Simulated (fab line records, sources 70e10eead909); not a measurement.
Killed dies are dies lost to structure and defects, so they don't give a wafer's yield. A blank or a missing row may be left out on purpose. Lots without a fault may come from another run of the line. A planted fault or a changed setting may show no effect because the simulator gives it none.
Chamber matching | flow nand_harc | NHARC_A_STAIRCASE_CMP_450 on cmp-01: 4 sister chambers
The step polishes SiO2, target thk 200 nm. 4 wafers are shown with their chamber, then 7 later ones without.

WAFERS WITH THEIR CHAMBER
wafer  | chamber | motor_current_A (A)
L081.3 | 2       | 11.5
L089.3 | 3       | 11.5
L088.2 | 1       | 11.6
L088.3 | 0       | 11.4

WAFERS WITHOUT THEIR CHAMBER
wafer  | motor_current_A (A)
L088.5 | 11.6
L091.1 | 12.7
L091.3 | 10.7
L091.4 | 12.4
L096.1 | 11.3
L096.5 | 11.3
L096.6 | 11.8

WHICH CHAMBER EACH WENT THROUGH
wafer  | from the rows above               | in truth
L088.5 | can't be placed: 1 or 2 or 3 or 0 | 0
L091.1 | can't be placed: 1 or 2 or 3 or 0 | 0
L091.3 | can't be placed: 0 or 2 or 3 or 1 | 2
L091.4 | can't be placed: 1 or 2 or 3 or 0 | 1
L096.1 | can't be placed: 0 or 2 or 3 or 1 | 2
L096.5 | can't be placed: 0 or 2 or 3 or 1 | 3
L096.6 | can't be placed: 1 or 2 or 3 or 0 | 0
Placed correctly: 0 of 7. Can't be placed from these rows: 7 (the true chamber is among the candidates in 7). Placed wrongly: 0.
How it was worked out, from the rows above alone: a wafer's distance from a chamber is the root of the sum, over the readings, of the square of ((its reading less the chamber's mean) divided by the reading's scatter). The wafer belongs to the nearest chamber; if the next one is less than 2 further off, it can't be placed. A chamber's mean is the mean of its shown wafers. The scatter: with one shown wafer a chamber, the root of the mean of the squares of how far each hidden wafer lies from its nearest shown one.
